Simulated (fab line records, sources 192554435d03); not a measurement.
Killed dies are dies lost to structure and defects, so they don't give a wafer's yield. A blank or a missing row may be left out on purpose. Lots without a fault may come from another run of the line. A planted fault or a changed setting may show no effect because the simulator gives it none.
fab line records | flow n5_finfet
record lots=7 wafers=39
route steps=1938 shown ZERO_LAYER@11 SD_EPI_P@312 HKMG_FIN@438 MOL_CONTACT_COAG@586 BEOL_M1@770
start_h: hours from the record's first day to the start of the lot's first wafer shown | wait_h: hours since the lot's step before | " the same as in the row above | L1.1+2: a row that stands for several wafers | - no value, or no start given | * or withheld: withheld | < > ~ a bound
route shown NAME@n: a module of which the file shows steps, and the number in the route of the first | usual: mean/standard deviation of fault-free wafers | same: alike in all rows | chamber/n: place in a boat | sites: the reading at each site | _std_site: their standard deviation | _edge_site: outer sites' mean less inner sites' | radius_mm: how far each site lies from the wafer's centre | mask NAME#n: copy n | behind: the tool/chamber that last shaped the wafer | hold: why the lot was held/for how many hours/how that ended | device: the transistor (n, p or np) that didn't switch | end of line: the same wafers' tests at the end of the route | a step without rows: its recipe alone | killed: dies lost to structure and defects at the first sort, not the wafer's yield | map: a wafer's dies, x killed, . not, _ none there
set.NAME: the setting as run; set.NAME@STEP: as run at that earlier step | model.NAME: the simulator's own value behind a step, which no gauge read
lots whose settings were changed on purpose; a table a step, a row a wafer
## steps
# step N5_ZERO_LAYER_DEVELOP_10
# recipe develop_time_s=60 rinse_liquid=diw dry=air_spin dev_temp_c=21
# columns lot.wafer tool chamber start_h wait_h set.develop_time_s
L079.1+2+6 litho_track-03 0 - - 60
L079.3+4+5 " 0 " " 25.49
L080.1+2+3+4+5+6 litho_track-03 0 - - 60
L087.1+4+5 litho_track-05 0 - - 83.48
L087.2+3+6 " 0 " " 60
L091.1+2+6 litho_track-05 0 - - 90.88
L091.3+4+5 " 0 " " 60
L093.2+4+6 litho_track-04 0 - - 60
L094.1+2+5 litho_track-04 0 - - 60
L094.3+4+6 " 0 " " 75.24
L095.1+3+4 litho_track-03 0 - - 25.81
L095.2+5+6 " 0 " " 60
# step N5_ZERO_LAYER_HARDBAKE_23
# recipe temp_c=130 time_s=120
# step N5_ZERO_LAYER_CD_MEAS_11
# recipe target_cd_nm=2000 landing_energy_ev=500 detector=se_inlens
# usual cd_nm=2001.3/2.3
# columns lot.wafer tool chamber start_h wait_h set.develop_time_s@ZERO_LAYER_DEVELOP_10 cd_nm
L079.1 cd_sem-02 0 42.77 - 60 2001.4
L079.2 " 0 " " 60 2003.5
L079.3 " 0 " " 25.49 1985.9
L079.4 " 0 " " 25.49 1983.4
L079.5 " 0 " " 25.49 1988.3
L079.6 " 0 " " 60 2002.8
L080.1 cd_sem-01 0 48.64 - 60 2001.7
L080.2 " 0 " " 60 1998.9
L080.3 " 0 " " 60 2002.0
L080.4 " 0 " " 60 2001.8
L080.5 " 0 " " 60 2002.1
L080.6 " 0 " " 60 2004.8
L087.1 cd_sem-03 0 90.66 - 83.48 2006.2
L087.2 " 0 " " 60 2001.5
L087.3 " 0 " " 60 2000.6
L087.4 " 0 " " 83.48 2005.0
L087.5 " 0 " " 83.48 2003.7
L087.6 " 0 " " 60 1997.6
L091.1 cd_sem-01 0 114.64 - 90.88 2007.8
L091.2 " 0 " " 90.88 2005.8
L091.3 " 0 " " 60 1996.4
L091.4 " 0 " " 60 2001.4
L091.5 " 0 " " 60 2000.9
L091.6 " 0 " " 90.88 2006.6
L093.2 cd_sem-03 0 126.64 - 60 2004.2
L093.4 " 0 " " 60 2004.0
L093.6 " 0 " " 60 2001.8
L094.1 cd_sem-03 0 132.71 - 60 2000.6
L094.2 " 0 " " 60 2002.3
L094.3 " 0 " " 75.24 2005.9
L094.4 " 0 " " 75.24 2005.1
L094.5 " 0 " " 60 2002.2
L094.6 " 0 " " 75.24 2010.2
L095.1 cd_sem-03 0 138.66 - 25.81 1980.2
L095.2 " 0 " " 60 1998.9
L095.3 " 0 " " 25.81 1981.9
L095.4 " 0 " " 25.81 1983.5
L095.5 " 0 " " 60 2003.0
L095.6 " 0 " " 60 2000.7
# step N5_ZERO_LAYER_DESCUM_16
# recipe chemistry=O2 time_s=7.9 source_power_w=50 bias_power_w=20 pressure_mtorr=20 rf_frequency_hz=2.712e+07 temp_c=40 o2_flow_sccm=225
# columns lot.wafer tool chamber start_h wait_h set.develop_time_s@ZERO_LAYER_DEVELOP_10 model.ZERO_LAYER.cd_nm
L079.1 rie_diel-02 3 42.80 0.0 60 2001
L079.2+6 " 0,1 " " 60 2003
L079.3 " 2 " " 25.49 1985
L079.4 " 1 " " 25.49 1983
L079.5 " 0 " " 25.49 1988
L080.1+3+4+5 rie_diel-02 3,2,0,0 48.68 0.0 60 2002
L080.2 " 1 " " 60 1999
L080.6 " 3 " " 60 2005
L087.1 rie_diel-03 3 90.70 0.0 83.48 2006
L087.2 " 2 " " 60 2002
L087.3 " 0 " " 60 2000
L087.4 " 2 " " 83.48 2005
L087.5 " 3 " " 83.48 2004
L087.6 " 0 " " 60 1997
L091.1 rie_diel-02 0 114.68 0.0 90.88 2008
L091.2+6 " 3,0 " " 90.88 2006
L091.3 " 2 " " 60 1997
L091.4+5 " 1,3 " " 60 2001
L093.2+4 rie_diel-03 3,1 126.68 0.0 60 2004
L093.6 " 2 " " 60 2002
L094.1 rie_diel-02 2 132.75 0.0 60 2000
L094.2+5 " 1,0 " " 60 2002
L094.3 " 0 " " 75.24 2006
L094.4 " 3 " " 75.24 2005
L094.6 " 1 " " 75.24 2010
L095.1 rie_diel-03 0 139.23 0.6 25.81 1980
L095.2 " 1 " " 60 1999
L095.3 " 2 " " 25.81 1982
L095.4 " 3 " " 25.81 1983
L095.5 " 0 " " 60 -
L095.6 " 3 " " 60 2001
# step N5_ZERO_LAYER_ETCH_17
# recipe chemistry=CF4 target=SiO2 target_depth_a=120 time_s=13.3 ion_energy_ev=350 pressure_mtorr=40 source_w=450 bias_w=215 Ar_flow_sccm=100 cf4_flow_sccm=100
# columns lot.wafer tool chamber start_h wait_h set.develop_time_s@ZERO_LAYER_DEVELOP_10 model.ZERO_LAYER.cd_nm
L079.1 rie_diel-02 3 42.84 0.0 60 2001
L079.2 " 0 " " 60 2003
L079.3 " 2 " " 25.49 1985
L079.4 " 1 " " 25.49 1983
L079.5 " 0 " " 25.49 1988
L079.6 " 1 " " 60 2002
L080.1+3+4+5 rie_diel-02 3,2,0,0 48.72 0.0 60 2002
L080.2 " 1 " " 60 1999
L080.6 " 3 " " 60 2005
L087.1 rie_diel-03 3 90.74 0.0 83.48 2006
L087.2 " 2 " " 60 2002
L087.3 " 0 " " 60 2000
L087.4 " 2 " " 83.48 2005
L087.5 " 3 " " 83.48 2004
L087.6 " 0 " " 60 1998
L091.1 rie_diel-02 0 114.71 0.0 90.88 2008
L091.2+6 " 3,0 " " 90.88 2006
L091.3 " 2 " " 60 1997
L091.4+5 " 1,3 " " 60 2001
L093.2+4 rie_diel-03 3,1 126.71 0.0 60 2004
L093.6 " 2 " " 60 2002
L094.1 rie_diel-02 2 132.78 0.0 60 2000
L094.2+5 " 1,0 " " 60 2002
L094.3 " 0 " " 75.24 2006
L094.4 " 3 " " 75.24 2005
L094.6 " 1 " " 75.24 2010
L095.1 rie_diel-03 0 139.26 0.0 25.81 1980
L095.2 " 1 " " 60 1999
L095.3 " 2 " " 25.81 1982
L095.4 " 3 " " 25.81 1984
L095.5 " 0 " " 60 2003
L095.6 " 3 " " 60 2001
# step N5_SD_EPI_P_ETCH_16
# recipe chemistry=CHF3/O2 target=SiO2 target_depth_a=50 mask_material=SOC pressure_mtorr=30 source_w=650 bias_w=170 Ar_flow_sccm=200 CHF3_flow_sccm=50 O2_flow_sccm=5 ion_energy_ev=200
# columns lot.wafer tool chamber start_h wait_h set.target_depth_a model.etch.depth_nm
L079.1 rie_diel-03 0 85.41 0.1 50 4.851
L079.2 " 2 " " 50 4.973
L079.3 " 3 " " 50 4.828
L079.4 " 3 " " 50 4.807
L079.5 " 2 " " 50 4.942
L079.6 " 0 " " 50 4.861
L080.1 rie_diel-02 3 89.09 0.1 50 4.705
L080.2 " 2 " " 50 4.951
L080.3 " 0 " " 50 4.922
L080.4 " 1 " " 50 4.929
L080.5 " 3 " " 50 4.699
L080.6 " 2 " " 50 4.969
L087.1 rie_diel-03 0 132.90 0.1 50 4.829
L087.2 " 3 " " 50 4.779
L087.3 " 1 " " 50 5.019
L087.4 " 2 " " 50 4.941
L087.5 " 1 " " 50 4.986
L087.6 " 2 " " 50 4.989
L091.1 rie_diel-02 1 154.98 0.1 50 4.891
L091.2 " 2 " " 50 4.908
L091.3 " 0 " " 21.85 2.125
L091.4 " 3 " " 21.85 2.034
L091.5 " 0 " " 50 4.842
L091.6 " 1 " " 21.85 2.146
L093.2 rie_diel-06 3 167.08 0.1 50 5.192
L093.4 " 1 " " 50 5.082
L093.6 " 3 " " 50 5.141
L094.1 rie_diel-06 0 176.85 0.1 50 4.974
L094.2 " 1 " " 67.97 6.941
L094.3 " 3 " " 50 5.16
L094.4 " 2 " " 67.97 6.594
L094.5 " 3 " " 50 5.182
L094.6 " 0 " " 67.97 6.757
L095.1 rie_diel-02 2 181.51 0.1 50 4.85
L095.2 " 1 " " 70.09 6.816
L095.3 " 0 " " 50 4.823
L095.4 " 3 " " 70.09 6.781
L095.5 " 3 " " 70.09 6.76
L095.6 " 2 " " 50 4.878
# step N5_HKMG_FIN_ETCH_35
# recipe chemistry=N2/H2 target=SOC target_depth_a=2158 ion_energy_ev=65 bias_w=5 source_w=3000 time_s=243.4 pressure_mtorr=30 n2_flow_sccm=200 h2_flow_sccm=200
# columns lot.wafer tool chamber start_h wait_h set.target_depth_a model.etch.depth_nm model.SOC_of_HKMG_FIN_COAT_29.thk_nm model.HKMG_FIN.feature_depth_nm
L079.1 rie_diel-04 0 108.72 0.0 2158 210.5 88.8 210.4
L079.2 " 3 " " 2158 222.4 78 222.4
L079.3 " 1 " " 2158 216.7 82.8 216.8
L079.4 " 1 " " 2158 216.8 82.4 216.8
L079.5 " 3 " " 2158 219.7 79 219.8
L079.6 " 0 " " 2158 210.7 88.2 210.6
L080.1 rie_diel-05 2 110.96 0.0 2158 197.4 102.6 197.4
L080.2 " 1 " " 1655 164.9 135.2 164.8
L080.3 " 0 " " 2158 220.3 79.8 220.2
L080.4 " 2 " " 1655 152.8 147 152.8
L080.5 " 0 " " 2158 221.5 77.6 221.4
L080.6 " 1 " " 1655 166.9 132.2 166.8
L087.1 rie_diel-01 1 153.28 0.0 1094 105.1 195.8 105.2
L087.2 " 0 " " 1094 108.9 190.6 109
L087.3 " 3 " " 2158 215.8 85.2 215.8
L087.4 " 2 " " 2158 217.3 83 217.4
L087.5 " 0 " " 1094 108.4 191.8 108.4
L087.6 " 3 " " 2158 216 84 216
L091.1 rie_diel-04 3 175.73 0.0 2784 285.7 14.2 285.6
L091.2 " 1 " " 2784 276.3 23.2 276.4
L091.3 " 0 " " 2158 207.7 92.4 207.8
L091.4 " 3 " " 2784 286.7 13.6 286.6
L091.5 " 0 " " 2158 208.3 91.8 208.4
L091.6 " 1 " " 2158 215.3 83.6 215.4
L093.2 rie_diel-04 0 187.39 0.0 2158 208.3 91.8 208.4
L093.4 " 1 " " 2158 215.5 86.2 215.4
L093.6 " 3 " " 2158 221 80.2 221
L094.1 rie_diel-01 3 198.64 0.0 2158 213.8 85.8 213.8
L094.2 " 0 " " 2158 217.8 80.6 217.8
L094.3 " 1 " " 2158 208.5 90.4 208.4
L094.4 " 2 " " 2158 214.2 84.6 214.2
L094.5 " 3 " " 2158 213.8 84.6 213.8
L094.6 " 2 " " 2158 215.1 83.8 215.2
L095.1 rie_diel-04 1 202.03 0.0 2602 259.1 40.8 259.2
L095.2 " 3 " " 2602 267.5 32 267.6
L095.3 " 2 " " 2158 217.2 82.2 217.2
L095.4 " 0 " " 2158 209.2 91 209.2
L095.5 " 0 " " 2158 207.1 92.6 207
L095.6 " 1 " " 2602 257.4 42.2 257.4
# step N5_MOL_CONTACT_COAG_VIA_ETCH_46
# recipe chemistry=C4F6/O2 target_depth_a=460 overetch_a=92 mask_material=SOC target=SiO2 bias_w=455 pressure_mtorr=10 time_s=40 source_w=325 Ar_flow_sccm=300 C4F6_flow_sccm=10 O2_flow_sccm=10 ion_energy_ev=575.3 ends=end_point
# columns lot.wafer tool chamber start_h wait_h set.target_depth_a model.SOC_of_MOL_CONTACT_COAG_COAT_75.thk_nm
L079.1 rie_diel-01 2 132.63 0.0 616.1 48.8
L079.2+5 " 1 " " 616.1 49.2
L079.3+6 " 0,2 " " 460 50.6
L079.4 " 3 " " 460 50.8
L080.1+6 rie_diel-01 3,1 132.96 0.0 250.1 53.2
L080.2 " 2 " " 460 50.6
L080.3 " 1 " " 460 50.8
L080.4 " 0 " " 460 50.4
L080.5 " 0 " " 250.1 53
L087.1 rie_diel-01 3 176.39 0.0 460 51.2
L087.2+4 " 2,0 " " 460 51
L087.3+5 " 1 " " 365.3 52.2
L087.6 " 2 " " 365.3 52
L091.1 rie_diel-05 1 197.51 0.0 460 50.4
L091.2 " 3 " " 703.4 47.6
L091.3 " 2 " " 460 51.4
L091.4 " 0 " " 460 50.6
L091.5 " 2 " " 703.4 48.8
L091.6 " 1 " " 703.4 47.2
L093.2+4 rie_diel-04 1,0 210.66 0.0 460 50.6
L093.6 " 1 " " 460 50.4
L094.1 rie_diel-05 3 222.00 0.0 460 50.6
L094.2+6 " 1,0 " " 460 50.4
L094.3 " 0 " " 725.8 47.4
L094.4 " 2 " " 725.8 48.4
L094.5 " 1 " " 725.8 47
L095.1+2+6 rie_diel-05 3,1,3 222.64 0.0 460 50.2
L095.3 " 0 " " 460 50.4
L095.4+5 " 2 " " 460 51
# step N5_MOL_CONTACT_COAG_STRIP_96
# recipe chemistry=N2/H2 power_w=500 temp_c=40 pressure_mtorr=50 rf_frequency_hz=6e+07 overash_fraction=0.3 bias_power_w=28 h2_frac=0.5 n2_flow_sccm=300 h2_flow_sccm=300
# step N5_MOL_CONTACT_COAG_ETCH_47
# recipe chemistry=CH3F/O2 target=SiNx target_depth_a=270 mask_material=SiO2 stop_on=W over_etch_frac=0.2 ion_energy_ev=120 endpoint=OES-CN pressure_mtorr=30 source_w=395 bias_w=73 Ar_flow_sccm=150 CH3F_flow_sccm=30 O2_flow_sccm=20 ends=end_point
# columns lot.wafer tool chamber start_h wait_h set.target_depth_a@MOL_CONTACT_COAG_VIA_ETCH_46 model.etch.over_etch_s
L079.1 rie_diel-01 2 132.74 0.0 616.1 5.154
L079.2 " 1 " " 616.1 5.306
L079.3 " 0 " " 460 5.183
L079.4 " 3 " " 460 5.099
L079.5 " 1 " " 616.1 5.3
L079.6 " 2 " " 460 5.138
L080.1+5+6 rie_diel-01 3,0,1 133.06 0.0 250.1 0
L080.2 " 2 " " 460 5.111
L080.3 " 1 " " 460 5.375
L080.4 " 0 " " 460 5.225
L087.1 rie_diel-01 3 176.49 0.0 460 5.21
L087.2 " 2 " " 460 5.195
L087.3 " 1 " " 365.3 5.393
L087.4 " 0 " " 460 5.163
L087.5 " 1 " " 365.3 5.38
L087.6 " 2 " " 365.3 5.203
L091.1 rie_diel-05 1 197.62 0.0 460 5.186
L091.2 " 3 " " 703.4 5.167
L091.3 " 2 " " 460 5.472
L091.4 " 0 " " 460 5.092
L091.5 " 2 " " 703.4 5.559
L091.6 " 1 " " 703.4 5.117
L093.2 rie_diel-04 1 210.77 0.0 460 5.199
L093.4 " 0 " " 460 5.312
L093.6 " 1 " " 460 5.203
L094.1 rie_diel-05 3 222.11 0.0 460 5.199
L094.2 " 1 " " 460 5.188
L094.3 " 0 " " 725.8 5.073
L094.4 " 2 " " 725.8 5.443
L094.5 " 1 " " 725.8 5.176
L094.6 " 0 " " 460 5.041
L095.1 rie_diel-05 3 222.74 0.0 460 5.237
L095.2 " 1 " " 460 5.158
L095.3 " 0 " " 460 5.09
L095.4 " 2 " " 460 5.472
L095.5 " 2 " " 460 5.567
L095.6 " 3 " " 460 5.186
# step N5_BEOL_M1_ETCH_64
# recipe chemistry=N2/H2 target=SOC target_depth_a=750 overetch_a=150 mask_material=SiARC temp_c=40 time_s=112.5 ion_energy_ev=200 pressure_mtorr=30 source_w=840 bias_w=150 n2_flow_sccm=200 h2_flow_sccm=200
# columns lot.wafer tool chamber start_h wait_h set.time_s model.SiARC_of_BEOL_M1_COAT_62.thk_nm
L079.1 rie_diel-02 0 152.91 0.0 112.5 6.8
L079.2+6 " 2,0 " " 93.06 7.8
L079.3+4 " 3,1 " " 112.5 7.2
L079.5 " 1 " " 93.06 8
L080.1+4 rie_diel-06 1,3 157.02 0.0 132.5 5.8
L080.2 " 2 " " 132.5 6.4
L080.3 " 0 " " 112.5 6.8
L080.5+6 " 0,3 " " 112.5 6.6
L087.1 rie_diel-06 2 197.26 0.0 112.5 7.2
L087.2+4 " 1,3 " " 160 4.6
L087.3+6 " 0,1 " " 112.5 6.8
L087.5 " 2 " " 160 5.4
L091.1 rie_diel-06 0 221.53 0.0 112.5 6.8
L091.2 " 1 " " 150 4.8
L091.3+6 " 3,0 " " 150 5
L091.4 " 2 " " 112.5 7.2
L091.5 " 1 " " 112.5 6.6
L093.2 rie_diel-02 0 232.03 0.0 112.5 7
L093.4+6 " 1,3 " " 112.5 7.2
L094.1+5 rie_diel-02 2 244.25 0.0 112.5 7.2
L094.2 " 1 " " 155.3 5.6
L094.3 " 3 " " 155.3 5.2
L094.4 " 0 " " 155.3 5
L094.6 " 1 " " 112.5 7.4
L095.1+3+4+5 rie_diel-03 3,1,3,1 247.94 0.0 112.5 7.2
L095.2+6 " 2 " " 112.5 6.8
# step N5_BEOL_M1_STRIP_65
# recipe chemistry=N2/H2 temp_c=40 n2_flow_sccm=200 h2_flow_sccm=200 rf_frequency_hz=6e+07
# step N5_BEOL_M1_STRIP_75
# recipe chemistry=N2/H2 temp_c=40 n2_flow_sccm=200 h2_flow_sccm=200 rf_frequency_hz=6e+07
# step N5_BEOL_M1_STRIP_66
# recipe chemistry=CF4 resist=SiARC power_w=300 bias_power_w=75 pressure_mtorr=50 cf4_flow_sccm=150 rf_frequency_hz=6e+07
# step N5_BEOL_M1_HM_OPEN_17
# recipe chemistry=Cl2/BCl3 target_depth_a=200 overetch_a=60 target=TiN mask_material=SOC ion_energy_ev=150 pressure_mtorr=10 icp_w=1000 bias_w=126 Cl2_flow_sccm=53.25 bcl3_flow_sccm=21.75 Ar_flow_sccm=25
# columns lot.wafer tool chamber start_h wait_h set.time_s@BEOL_M1_ETCH_64 model.etch.depth_nm
L079.1 rie_metal-03 1 153.07 0.0 112.5 20.18
L079.2 " 0 " " 93.06 20.18
L079.3 " 0 " " 112.5 19.99
L079.4 " 1 " " 112.5 20.14
L079.5 " 0 " " 93.06 19.91
L079.6 " 1 " " 93.06 20.21
L080.1 rie_metal-03 0 157.19 0.0 132.5 17.94
L080.2 " 1 " " 132.5 17.92
L080.3+5 " 1 " " 112.5 19.81
L080.4 " 0 " " 132.5 17.99
L080.6 " 0 " " 112.5 19.8
L087.1 rie_metal-01 1 197.43 0.0 112.5 20.02
L087.2 " 0 " " 160 15.06
L087.3 " 1 " " 112.5 20.14
L087.4 " 0 " " 160 14.93
L087.5 " 0 " " 160 16.02
L087.6 " 1 " " 112.5 20.06
L091.1 rie_metal-02 0 221.69 0.0 112.5 20.09
L091.2 " 1 " " 150 16.4
L091.3 " 0 " " 150 15.96
L091.4 " 1 " " 112.5 19.86
L091.5 " 1 " " 112.5 19.75
L091.6 " 0 " " 150 15.99
L093.2 rie_metal-02 0 232.20 0.0 112.5 20.09
L093.4 " 1 " " 112.5 19.93
L093.6 " 0 " " 112.5 19.96
L094.1 rie_metal-03 1 244.42 0.0 112.5 20.26
L094.2 " 0 " " 155.3 16.01
L094.3 " 0 " " 155.3 15.85
L094.4 " 1 " " 155.3 16.13
L094.5 " 1 " " 112.5 19.92
L094.6 " 0 " " 112.5 20.25
L095.1 rie_metal-02 1 248.11 0.0 112.5 20.12
L095.2 " 0 " " 112.5 19.91
L095.3 " 0 " " 112.5 19.92
L095.4 " 1 " " 112.5 19.94
L095.5 " 1 " " 112.5 19.77
L095.6 " 0 " " 112.5 20
## key
split step=N5_ZERO_LAYER_DEVELOP_10 setting=develop_time_s stated=60 by=wafer
response step=N5_ZERO_LAYER_CD_MEAS_11 reading=cd_nm change=+0.242 per=1% r=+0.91
response step=N5_ZERO_LAYER_DESCUM_16 reading=model.ZERO_LAYER.cd_nm change=+0.233 per=1% r=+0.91
response step=N5_ZERO_LAYER_ETCH_17 reading=model.ZERO_LAYER.cd_nm change=+0.243 per=1% r=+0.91
split step=N5_SD_EPI_P_ETCH_16 setting=target_depth_a stated=50 by=wafer
response step=N5_SD_EPI_P_ETCH_16 reading=model.etch.depth_nm change=+0.0484 per=1% r=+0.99
split step=N5_HKMG_FIN_ETCH_35 setting=target_depth_a stated=2158 by=wafer
response step=N5_HKMG_FIN_ETCH_35 reading=model.etch.depth_nm change=+2.29 per=1% r=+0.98
response step=N5_HKMG_FIN_ETCH_35 reading=model.SOC_of_HKMG_FIN_COAT_29.thk_nm change=-2.29 per=1% r=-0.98
response step=N5_HKMG_FIN_ETCH_35 reading=model.HKMG_FIN.feature_depth_nm change=+2.29 per=1% r=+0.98
split step=N5_MOL_CONTACT_COAG_VIA_ETCH_46 setting=target_depth_a stated=460 by=wafer
response step=N5_MOL_CONTACT_COAG_VIA_ETCH_46 reading=model.SOC_of_MOL_CONTACT_COAG_COAT_75.thk_nm change=-0.0523 per=1% r=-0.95
response step=N5_MOL_CONTACT_COAG_ETCH_47 reading=model.etch.over_etch_s shape=bent at_lowest=0 at_stated=5.221 at_highest=5.231
split step=N5_BEOL_M1_ETCH_64 setting=time_s stated=112.5 by=wafer
response step=N5_BEOL_M1_ETCH_64 reading=model.SiARC_of_BEOL_M1_COAT_62.thk_nm change=-0.0511 per=1% r=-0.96
response step=N5_BEOL_M1_HM_OPEN_17 reading=model.etch.depth_nm change=-0.104 per=1% r=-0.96
